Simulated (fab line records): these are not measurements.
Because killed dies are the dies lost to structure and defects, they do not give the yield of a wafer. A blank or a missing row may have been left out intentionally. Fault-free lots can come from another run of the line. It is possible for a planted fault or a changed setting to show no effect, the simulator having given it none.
fab line records | flow nand-harc
record: lots: 5 wafers: 15 last-day: 23
route steps=1159 shown A_BLC@990 A_M0@994 END@1159
lots that met no fault: from a run of the same line without faults
start-h: the number of hours between the record's first day and the start of the first shown wafer of the lot | wait-h: how many hours have passed since the lot's step before this one | " unchanged from the row above | L1.1+2: a row that stands for several wafers | - either no value or no given start | * or withheld: withheld | < > ~ a bound
route shown NAME@n: NAME is a module with steps in the file, n the number in the route of the first one | usual: average and standard deviation across the fault-free wafers | same: alike in all rows | chamber/n: place in a boat | sites: each site's reading | _std_site: how widely they spread, as a standard deviation | _edge_site: outer sites' mean less inner sites' | radius-mm: how far each site lies from the wafer's centre | mask NAME#n: copy n | behind: the last tool/chamber to shape the wafer | hold: why the lot went on hold/how many hours it stayed there/how the hold came to an end | device: names the non-switching transistor (n, p or np) | end of line: the same wafers' tests at the end of the route | step lacking rows: just its recipe | killed: dies that structure and defects cost at the first sort, which is not the same as the wafer's yield | map: a wafer's dies, marking killed ones x, the rest . and places with no die _
set.NAME: setting as actually run; set.NAME@STEP: the setting as run at that earlier step | model.NAME: the simulator's own value behind a step, which no gauge read
a table for each step, a row for each wafer; lots at some steps of the route
services: from which hour (start-h, from the record's first day; less than 0 if before it) a tool's chamber was out of use, for how many hours, and why
== steps ==
step: NHARC_A_BLC_CMP_25
recipe: t-overpolish-s: 30 target-thk-nm: 150
usual: edge-zone-pressure-frac: 1.000/0.005 motor-current-A: 12.1/1.5 overpolish-run-s: 29.998/0.0092 slurry-filter-dp-kPa: 13.50/0.13 time-to-endpoint-s: 30/3.4
columns lot.wafer tool chamber start-h wait-h edge-zone-pressure-frac motor-current-A overpolish-run-s slurry-filter-dp-kPa time-to-endpoint-s
L285.2 cmp-01 2 403.99 0.4 1.004 10.3 29.991 13.48 38
L285.1 " 3 " " 0.999 11.1 29.997 13.61 30
L285.4 " 0 " " 1.002 12.1 29.987 13.45 33
L292.2 cmp-03 3 444.72 0.4 1.002 15.1 30.009 13.52 29
L292.3 " 1 " " 0.997 11.6 29.995 13.40 26
L292.4 " 2 " " 1.013 12.1 30.011 13.48 25
L302.2 cmp-03 2 502.65 0.5 0.992 12.4 29.986 13.41 24
L302.4 " 1 " " 0.989 12.0 29.995 13.77 28
L302.5 " 3 " " 1.002 14.9 29.998 13.35 30
L300.4 cmp-03 3 505.16 0.2 0.995 14.6 30.008 13.73 30
L300.3 " 0 " " 1.004 10.3 29.992 13.47 33
L300.5 " 3 " " 0.996 14.8 29.991 13.34 29
L303.1 cmp-03 3 520.15 0.5 1.005 14.8 30.005 13.50 32
L303.2 " 0 " " 0.994 10.3 29.997 13.64 32
L303.3 " 1 " " 1.007 11.6 29.995 13.53 31
step: NHARC_A_BLC_SRD_27
step: NHARC_A_BLC_INSPECT_28
usual: raw-defect-count: 443/120
columns lot.wafer tool chamber start-h wait-h raw-defect-count
L285.1 defect-inspect-02 - 404.38 0.1 502
L285.2 " - " " 593
L285.4 " - " " 397
L292.2 defect-inspect-02 - 445.15 0.1 260
L292.3 " - " " 488
L292.4 " - " " 579
L302.2 defect-inspect-02 - 503.05 0.1 407
L302.4 " - " " 497
L302.5 " - " " 598
L300.3 defect-inspect-02 - 505.56 0.1 537
L300.4 " - " " 510
L300.5 " - " " 370
L303.1 defect-inspect-02 - 520.52 0.1 487
L303.2 " - " " 303
L303.3 " - " " 455
step: NHARC_A_M0_DEP_00
recipe: target-thk-a: 1500 target-thk-nm: 150 temp-c: withheld pressure-torr: 5 flow-sccm: 200 rf-w: 600 material: SiOC
step: NHARC_A_M0_DEHYDRATE_01
recipe: temp-c: 150 time-s: 120
step: NHARC_A_M0_HMDS_02
recipe: time-s: 30
step: NHARC_A_M0_COAT_33
recipe: temp-c: 200 time-s: 65
step: NHARC_A_M0_COAT_03
recipe: spin-rpm: 1500 resist-thk-nm: 90
step: NHARC_A_M0_SOFTBAKE_04
recipe: temp-c: 105 time-s: 55
step: NHARC_A_M0_EBR_05
step: NHARC_A_M0_EXPOSE_06
recipe: na: 1.35 target-cd-nm: 80 dose-mj: 83.25 mask-id: A_M0
step: NHARC_A_M0_PEB_07
recipe: peb-temp-c: 100 peb-time-s: 65
usual: heater-power-total-W: 156.7/0.39
columns lot.wafer tool chamber start-h wait-h heater-power-total-W
L285.1 litho-track-01 0 405.20 0.1 156.0
L285.2 " 0 " " 157.1
L285.4 " 0 " " 156.3
L292.2 litho-track-06 0 445.97 0.1 156.5
L292.3 " 0 " " 156.9
L292.4 " 0 " " 156.3
L302.2 litho-track-04 0 503.87 0.1 156.1
L302.4 " 0 " " 156.4
L302.5 " 0 " " 155.9
L300.3 litho-track-06 0 506.26 0.0 165.7
L300.4 " 0 " " 165.7
L300.5 " 0 " " 156.5
L303.1 litho-track-04 0 521.29 0.1 156.3
L303.2 " 0 " " 156.7
L303.3 " 0 " " 156.9
step: NHARC_A_M0_DEVELOP_08
recipe: develop-time-s: 35 dev-temp-c: 23
step: NHARC_A_M0_CD_MEAS_09
recipe: target-cd-nm: 80 landing-energy-ev: 500
usual: cd-nm: 79.8/0.87
columns lot.wafer tool chamber start-h wait-h cd-nm
L285.1 cd-sem-02 0 405.28 - 79.5
L285.2 " 0 " " 79.0
L285.4 " 0 " " 80.5
L292.2 cd-sem-03 0 446.05 - 79.1
L292.3 " 0 " " 79.3
L292.4 " 0 " " 80.6
L302.2 cd-sem-02 0 503.95 - 81.1
L302.4 " 0 " " 79.4
L302.5 " 0 " " 80.0
L300.3 cd-sem-02 0 506.34 - 76.0
L300.4 " 0 " " 76.1
L300.5 " 0 " " 80.9
L303.1 cd-sem-02 0 521.37 - 80.4
L303.2 " 0 " " 79.7
L303.3 " 0 " " 78.4
step: NHARC_A_M0_OVL_MEAS_10
recipe: pitch-nm: 160
usual: overlay-x-nm: 0.1/0.76 overlay-y-nm: -0.1/0.92
columns lot.wafer tool chamber start-h wait-h overlay-x-nm overlay-y-nm
L285.1 overlay-02 - 405.37 - 0.1 -0.4
L285.2 " - " " 0.0 -1.1
L285.4 " - " " 0.1 -0.6
L292.2 overlay-01 - 446.14 - 0.4 0.3
L292.3 " - " " 0.5 0.2
L292.4 " - " " 0.3 0.0
L302.2 overlay-02 - 504.04 - 0.3 0.8
L302.4 " - " " 0.1 0.8
L302.5 " - " " 0.1 0.6
L300.3 overlay-02 - 506.43 - -1.3 1.4
L300.4 " - " " -1.6 1.6
L300.5 " - " " -1.3 1.4
L303.1 overlay-01 - 521.46 - -1.3 0.2
L303.2 " - " " -1.1 0.5
L303.3 " - " " -0.8 0.7
step: NHARC_A_M0_INSPECT_11
usual: raw-defect-count: 32/13
columns lot.wafer tool chamber start-h wait-h raw-defect-count
L285.1 defect-inspect-02 - 405.40 0.0 25
L285.2 " - " " 38
L285.4 " - " " 23
L292.2 defect-inspect-01 - 446.17 0.0 29
L292.3 " - " " 21
L292.4 " - " " 31
L302.2 defect-inspect-01 - 504.07 0.0 44
L302.4 " - " " 37
L302.5 " - " " 42
L300.3 defect-inspect-02 - 506.46 0.0 48
L300.4 " - " " 42
L300.5 " - " " 30
L303.1 defect-inspect-01 - 521.49 0.0 30
L303.2 " - " " 30
L303.3 " - " " 46
step: NHARC_A_M0_DESCUM_14
recipe: time-s: 3 o2-flow-sccm: 200 ar-flow-sccm: 0 bias-power-w: 0 chemistry: O2
usual: drypump-motor-current-A: 5.7/0.31 oes-product-au: 0.998/0.012 rf-vpp-V: 57.7/0.86 showerhead-plenum-p-Torr: 1.90/0.097 throttle-valve-pct: 11.312/0.0092
same: bias-power-w: 0
columns lot.wafer tool chamber start-h wait-h drypump-motor-current-A oes-product-au rf-hours-counter-h rf-vpp-V showerhead-plenum-p-Torr throttle-valve-pct model.A_M0.cd-nm
L285.4 rie-diel-07 3 405.46 0.1 5.5 1.021 11 56.7 1.81 11.311 80.82
L285.1 " 1 " " 5.0 1.037 12 57.0 2.05 11.310 79.2
L285.2 " 2 " " 5.6 0.985 11 58.3 1.79 11.309 79.38
L292.4 rie-diel-07 3 446.23 0.1 5.5 1.018 2 58.0 1.81 11.318 81.08
L292.2 " 0 " " 5.7 0.990 4 55.6 1.80 11.302 79.48
L292.3 " 2 " " 5.6 0.985 4 58.0 1.79 11.308 80.46
L302.2 rie-diel-06 2 504.13 0.1 5.5 0.993 6 57.2 2.06 11.317 81.8
L302.4 " 3 " " 5.8 0.994 6 56.7 1.87 11.314 79.46
L302.5 " 2 " " 5.5 0.988 - 57.7 2.06 11.323 80.12
L300.3 rie-diel-06 1 506.52 0.1 6.1 0.977 6 57.8 1.83 11.297 74.6
L300.4 " 1 " " 6.1 0.975 - 58.0 1.83 11.336 75.01
L300.5 " 0 " " 6.2 1.000 - 59.6 2.01 11.307 80.55
L303.3 rie-diel-07 1 521.55 0.1 5.0 1.011 9 58.0 2.05 11.325 79.07
L303.2 " 2 " " 5.6 1.001 9 56.3 1.79 11.303 80.96
L303.1 " 3 " " 5.6 1.000 7 57.1 1.81 11.304 80.61
step: NHARC_A_M0_ETCH_34
recipe: target-depth-a: 400 overetch-a: 120 time-s: 43.94 ion-energy-ev: 200 n2-flow-sccm: 150 h2-flow-sccm: 150 ar-flow-sccm: 0 rf-w: 400 bias-w: 150 chemistry: N2/H2
usual: drypump-motor-current-A: 5.7/0.31 oes-product-au: 0.998/0.011 rf-vpp-V: 430/3 showerhead-plenum-p-Torr: 2.02/0.11 throttle-valve-pct: 14.172/0.01
columns lot.wafer tool chamber start-h wait-h drypump-motor-current-A oes-product-au rf-hours-counter-h rf-vpp-V showerhead-plenum-p-Torr throttle-valve-pct
L285.4 rie-diel-07 2 405.55 0.1 5.6 0.987 11 427 1.91 14.171
L285.1 " 3 " " 5.6 1.007 11 428 1.93 14.168
L285.2 " 1 " " 5.0 1.009 12 434 2.19 14.167
L292.2 rie-diel-07 0 446.32 0.1 5.7 0.986 4 426 1.91 14.180
L292.4 " 2 " " 5.6 0.980 4 428 1.91 14.164
L292.3 " 3 " " 5.5 1.007 2 429 1.93 14.167
L302.4 rie-diel-06 2 504.22 0.1 5.4 1.002 6 435 2.20 14.166
L302.2 " 0 " " 6.2 1.019 7 433 2.15 14.178
L302.5 " 3 " " 5.8 1.005 - 427 1.99 14.169
L300.3 rie-diel-06 1 506.64 0.1 6.1 0.988 6 428 1.94 14.150
L300.5 " 3 " " 5.8 0.997 - 430 1.99 14.165
L300.4 " 1 " " 6.1 0.990 - 427 1.94 14.165
L303.2 rie-diel-07 3 521.66 0.1 5.5 0.997 7 428 1.93 14.177
L303.3 " 1 " " 5.0 1.003 9 434 2.19 14.157
L303.1 " 2 " " 5.6 1.000 9 427 1.90 14.172
step: NHARC_A_M0_ETCH_15
recipe: target-depth-a: 1500 overetch-a: 150 time-s: 82.5 c4f8-flow-sccm: withheld ar-flow-sccm: 400 rf-w: 600 bias-w: 300 chemistry: C4F8/Ar
usual: oes-product-au: 0.946/0.025 rf-vpp-V: 440/3.1
columns lot.wafer tool chamber start-h wait-h oes-product-au rf-hours-counter-h rf-vpp-V model.A_M0.cd-nm
L285.1 rie-diel-07 1 - - 1.010 12 444 79.12
L285.2 " 2 " " 0.979 11 437 79.45
L285.4 " 3 " " 0.980 11 437 80.23
L292.3 rie-diel-07 2 - - 0.962 4 437 79.98
L292.2 " 3 " " 0.964 2 439 79.66
L292.4 " 0 " " 0.948 4 438 80.8
L302.2 rie-diel-06 2 - - 0.931 6 444 82.88
L302.4 " 3 " " 0.945 6 439 78.92
L302.5 " 2 " " 0.938 - 446 79.62
L300.3 rie-diel-06 0 - - 0.924 7 446 74.57
L300.5 " 0 " " 0.922 - 442 79.95
L300.4 " 3 " " 0.911 - 438 75.16
L303.3 rie-diel-07 3 - - 0.918 7 437 79.1
L303.2 " 1 " " 0.927 9 444 81.32
L303.1 " 2 " " 0.916 9 436 80.46
step: NHARC_A_M0_CD_MEAS_16
usual: cd-nm: 79.6/1.1
columns lot.wafer tool chamber start-h wait-h cd-nm
L285.1 cd-sem-03 - 405.76 - 79.2
L285.2 " - " " 79.4
L285.4 " - " " 80.0
L292.2 cd-sem-02 - 446.53 - 79.4
L292.3 " - " " 80.2
L292.4 " - " " 81.0
L302.2 cd-sem-01 - 504.44 - 82.6
L302.4 " - " " 79.2
L302.5 " - " " 79.6
L300.3 cd-sem-01 - 506.87 - 74.6
L300.4 " - " " 75.3
L300.5 " - " " 80.1
L303.1 cd-sem-02 - 521.90 - 80.1
L303.2 " - " " 81.2
L303.3 " - " " 79.1
step: NHARC_A_M0_STRIP_18
recipe: power-w: 1000 n2-flow-sccm: 150 h2-flow-sccm: 150 ar-flow-sccm: 0 bias-w: 0 chemistry: N2/H2
usual: drypump-motor-current-A: 5.7/0.3 oes-product-au: 0.996/0.01 rf-vpp-V: 90.5/1.1 showerhead-plenum-p-Torr: 2.03/0.11 throttle-valve-pct: 14.172/0.0091
columns lot.wafer tool chamber start-h wait-h drypump-motor-current-A oes-product-au rf-hours-counter-h rf-vpp-V showerhead-plenum-p-Torr throttle-valve-pct
L285.2 rie-diel-04 1 405.84 0.1 5.7 0.995 9 90.0 1.96 14.161
L285.4 " 2 " " 6.0 0.987 6 90.0 1.98 14.172
L285.1 " 3 " " 6.0 0.992 7 91.8 2.11 14.169
L292.3 rie-diel-04 1 446.61 0.1 5.7 0.978 14 89.3 1.96 14.185
L292.2 " 2 " " 6.0 1.000 9 90.0 1.98 14.168
L292.4 " 2 " " 6.0 0.992 - 90.5 1.98 14.179
L302.4 rie-diel-04 3 504.54 0.1 6.0 0.989 2 91.5 2.11 14.163
L302.2 " 1 " " 5.7 0.998 2 90.4 1.96 14.175
L302.5 " 3 " " 6.0 0.996 - 90.5 2.11 14.176
L300.3 rie-diel-07 0 506.99 0.1 5.7 0.987 9 89.0 1.91 14.174
L300.4 " 1 " " 5.0 1.006 9 91.5 2.19 14.161
L300.5 " 2 " " 5.7 1.000 - 89.2 1.90 14.169
L303.2 rie-diel-06 3 521.97 0.1 5.8 1.006 7 89.3 1.99 14.154
L303.3 " 0 " " 6.2 1.008 8 91.9 2.15 14.183
L303.1 " 1 " " 6.1 0.979 7 89.0 1.94 14.166
step: NHARC_END_SORT_01
recipe: temp-c: 25
usual: defect-limited-yield: 95.1/1.5 killed-at-array: 29/10 killed-at-other: 0.7/1 killed-at-periphery: 3.7/2.6 killed-dies: 33/10 killed-open: 3.4/1.8 killed-short: 1.8/1.3 sort_bin_2_pct: 1.5/0.64 sort_bin_3_pct: 0.29/0.24 sort_bin_4_pct: 3.1/0.95 sort-n-pass: 644/10 sort-rim-yield-pct: 96.9/2.6 sort-yield-pct: 95.1/1.5
same: gross-dies: 677 sort_bin_5_pct[%]: 0 sort_bin_6_pct[%]: 0 sort_bin_7_pct[%]: 0 sort_bin_8_pct[%]: 0 sort-rim-n-gross: 106.00
columns lot.wafer tool chamber start-h wait-h defect-limited-yield[%] killed-at-array killed-at-other killed-at-periphery killed-dies killed-open killed-short sort_bin_2_pct[%] sort_bin_3_pct[%] sort_bin_4_pct[%] sort-n-pass sort-rim-yield-pct[%] sort-yield-pct[%]
L285.1 prober-02 0 456.46 2.5 95.6 26 2 2 30 7 2 1.5 0 3.0 647 93.4 95.6
L285.2 prober-02 0 457.25 2.8 94.7 31 2 3 36 0 2 1.5 0.15 3.7 641 97.2 94.7
L285.4 prober-02 0 458.82 3.4 96.0 20 0 7 27 3 3 1.0 0 3.0 650 99.1 96.0
L292.2 prober-01 0 484.70 2.8 95.1 31 0 2 33 5 2 0.9 0.89 3.1 644 99.1 95.1
L292.3 prober-01 0 485.50 3.1 96.3 20 1 4 25 3 1 1.6 0.15 1.9 652 99.1 96.3
L292.4 prober-01 0 486.30 3.4 95.6 27 0 3 30 3 1 1.2 0 3.2 647 98.1 95.6
L303.1 prober-01 0 561.55 2.5 95.6 23 2 5 30 1 1 1.3 0.30 2.8 647 99.1 95.6
L303.2 prober-01 0 562.34 2.8 95.7 26 1 2 29 3 1 1.2 0.30 2.8 648 92.5 95.7
L303.3 prober-01 0 563.13 3.1 94.2 35 1 3 39 3 2 2.2 0.59 3.0 638 100.0 94.2
killed by level:class
L285.1 A_CHANNEL_HOLE_D1:chamber-film-flake=10 A_CHANNEL_FILL_D1:geometric-particle:open=4 A_STAIRCASE:chamber-film-flake=4 A_CONTACT:geometric-particle:open=3 A_CONTACT:chamber-film-flake=2 THIN_TSV:chamber-film-flake=2 A_CHANNEL_FILL_D1:geometric-particle:short=1 A_WL_FILL:geometric-particle:short=1
L285.2 A_CHANNEL_HOLE_D1:chamber-film-flake=23 A_STAIRCASE:chamber-film-flake=3 A_SLIT:chamber-film-flake=2 THIN_TSV:chamber-film-flake=2 A_SOURCE_PLATE:geometric-particle:short=1 A_CHANNEL_HOLE_D1:geometric-particle:short=1 P_ZERO_WELL:chamber-film-flake=1 P_STI:chamber-film-flake=1
L285.4 A_CHANNEL_HOLE_D1:chamber-film-flake=13 P_ZERO_WELL:chamber-film-flake=3 A_CONTACT:chamber-film-flake=2 P_CONTACT:geometric-particle:short=1 P_CONTACT:geometric-particle:open=1 P_M0:geometric-particle:short=1 A_SOURCE_PLATE:geometric-particle:open=1 A_CHANNEL_FILL_D1:geometric-particle:short=1
L292.2 A_SLIT:chamber-film-flake=12 A_STAIRCASE:chamber-film-flake=7 A_CHANNEL_HOLE_D1:chamber-film-flake=4 A_CONTACT:geometric-particle:open=3 P_GATE:geometric-particle:short=1 A_WL_FILL:geometric-particle:open=1 A_CONTACT:geometric-particle:short=1 A_BLC:geometric-particle:open=1
L292.3 A_SLIT:chamber-film-flake=7 A_STAIRCASE:chamber-film-flake=5 A_CHANNEL_HOLE_D1:chamber-film-flake=3 P_STI:chamber-film-flake=2 P_GATE:chamber-film-flake=2 A_CHANNEL_HOLE_D1:geometric-particle:short=1 A_CHANNEL_FILL_D1:geometric-particle:open=1 A_CONTACT:geometric-particle:open=1
L292.4 A_SLIT:chamber-film-flake=10 A_STAIRCASE:chamber-film-flake=6 A_CONTACT:chamber-film-flake=6 P_CONTACT:geometric-particle:open=1 P_M0:geometric-particle:open=1 A_ONON_D1:geometric-particle:short=1 A_CHANNEL_FILL_D1:geometric-particle:open=1 P_STI:chamber-film-flake=1
L303.1 A_CHANNEL_HOLE_D1:chamber-film-flake=21 A_CONTACT:chamber-film-flake=2 THIN_TSV:chamber-film-flake=2 P_CONTACT:geometric-particle:short=1 P_CONTACT:geometric-particle:open=1 P_ZERO_WELL:chamber-film-flake=1 P_M0:chamber-film-flake=1 P_BONDPAD:chamber-film-flake=1
L303.2 A_CHANNEL_HOLE_D1:chamber-film-flake=18 A_CONTACT:chamber-film-flake=4 A_CONTACT:geometric-particle:open=2 P_GATE:geometric-particle:open=1 A_WL_FILL:geometric-particle:short=1 P_ZERO_WELL:chamber-film-flake=1 A_STAIRCASE:chamber-film-flake=1 THIN_TSV:chamber-film-flake=1
L303.3 A_CHANNEL_HOLE_D1:chamber-film-flake=29 A_WL_FILL:geometric-particle:short=2 P_ZERO_WELL:chamber-film-flake=2 A_CONTACT:chamber-film-flake=2 P_CONTACT:geometric-particle:open=1 A_CONTACT:geometric-particle:open=1 A_M0:geometric-particle:open=1 THIN_TSV:chamber-film-flake=1
== services ==
columns tool chamber start-h hours kind
rie-diel-04 2 384.16 13.6 repair
rie-diel-07 0 384.67 - clean
rie-diel-07 1 384.67 - clean
rie-diel-07 2 384.67 - clean
rie-diel-07 3 384.67 - clean
rie-diel-07 - 405.68 9.0 pm
rie-diel-07 0 405.68 9.0 vent-cycle
rie-diel-04 2 407.51 9.3 repair
rie-diel-06 - 418.39 9.0 pm
rie-diel-07 3 418.76 12.8 repair
litho-track-01 - 443.00 7.0 pm
rie-diel-04 3 443.74 6.8 repair
cmp-03 - 450.00 4.0 pm
cmp-03 - 462.05 1.0 repair
rie-diel-04 - 465.92 9.0 pm
litho-track-06 - 467.00 7.0 pm
cmp-01 - 473.64 4.0 pm
cmp-01 - 478.19 0.7 repair
cmp-03 - 487.95 0.3 repair
litho-track-04 - 491.00 7.0 pm
rie-diel-06 2 505.68 22.6 repair
cmp-03 - 514.26 0.5 repair
rie-diel-07 - 518.19 0.7 repair
rie-diel-07 0 521.37 2.6 repair
== key ==
first-sign: step: NHARC_A_M0_PEB_07 reading: heater-power-total-W direction: up sigmas: 23 usual: * struck: *
effect: step: NHARC_A_M0_CD_MEAS_09 reading: cd-nm direction: down sigmas: 4.3 usual: 79.8 struck: 76.0
effect: step: NHARC_A_M0_CD_MEAS_16 reading: cd-nm direction: down sigmas: 4.4 usual: 79.6 struck: 74.9
model-effect: step: NHARC_A_M0_DESCUM_14 value: A_M0.cd-nm without: 78.64 struck: 74.8
model-effect: step: NHARC_A_M0_ETCH_15 value: A_M0.cd-nm without: 78.7 struck: 74.86
met-at NHARC_A_M0_PEB_07
struck-wafers L300.3,L300.4
onset-between 445.97 506.26
fault: kind: process-parameter-drift tool: litho-track-06 chamber: - onset-h: 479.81 steps: NHARC_A_M0_PEB_07 channel: peb-time-s offset: * shape: step end-h: 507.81 scope: struck-wafers-only acts-in: * stated: *
